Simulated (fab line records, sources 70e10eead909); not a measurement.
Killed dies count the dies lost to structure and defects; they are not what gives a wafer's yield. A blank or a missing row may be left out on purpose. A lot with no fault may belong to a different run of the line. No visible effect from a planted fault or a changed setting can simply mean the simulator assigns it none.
Matching of chambers || flow nand harc || pecvd-03 running NHARC_A_M1_DEP_33: 3 sister chambers
The step deposits SiCN, target thk 30 nm. 3 wafers are shown with their chamber, then 8 later ones without.

## WAFERS, EACH WITH ITS CHAMBER
{"wafer": "L084.3", "chamber": 1, "showerhead vpp V (V)": 1385}
{"wafer": "L086.2", "chamber": 0, "showerhead vpp V (V)": 1367}
{"wafer": "L091.1", "chamber": 2, "showerhead vpp V (V)": 1294}

## WAFERS WITH NO CHAMBER GIVEN
{"wafer": "L091.2", "showerhead vpp V (V)": 1383}
{"wafer": "L091.3", "showerhead vpp V (V)": 1369}
{"wafer": "L090.1", "showerhead vpp V (V)": 1387}
{"wafer": "L090.3", "showerhead vpp V (V)": 1376}
{"wafer": "L090.4", "showerhead vpp V (V)": 1379}
{"wafer": "L096.1", "showerhead vpp V (V)": 1383}
{"wafer": "L096.3", "showerhead vpp V (V)": 1284}
{"wafer": "L096.4", "showerhead vpp V (V)": 1395}

## WHICH CHAMBER EACH WENT THROUGH
{"wafer": "L091.2", "from the rows above": 1, "in truth": 1}
{"wafer": "L091.3", "from the rows above": 0, "in truth": 0}
{"wafer": "L090.1", "from the rows above": 1, "in truth": 1}
{"wafer": "L090.3", "from the rows above": "can't be placed: 0 or 1", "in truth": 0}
{"wafer": "L090.4", "from the rows above": "can't be placed: 1 or 0", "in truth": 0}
{"wafer": "L096.1", "from the rows above": 1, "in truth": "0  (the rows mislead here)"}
{"wafer": "L096.3", "from the rows above": 2, "in truth": 2}
{"wafer": "L096.4", "from the rows above": 1, "in truth": 1}
Correctly placed: 5 of 8. Unplaceable from these rows: 2, with the true chamber sitting among the candidates in 2. 1 placed wrongly.
How it was worked out, from the rows above alone: a wafer's distance from a chamber is the root of the sum, over the readings, of the square of ((its reading less the chamber's mean) divided by the reading's scatter). The wafer belongs to the nearest chamber; if the next one is less than 2 further off, it can't be placed. The mean given for a chamber averages the wafers shown for that chamber. The scatter: root of mean squared gap, hidden wafer to nearest shown wafer, with one shown wafer a chamber.
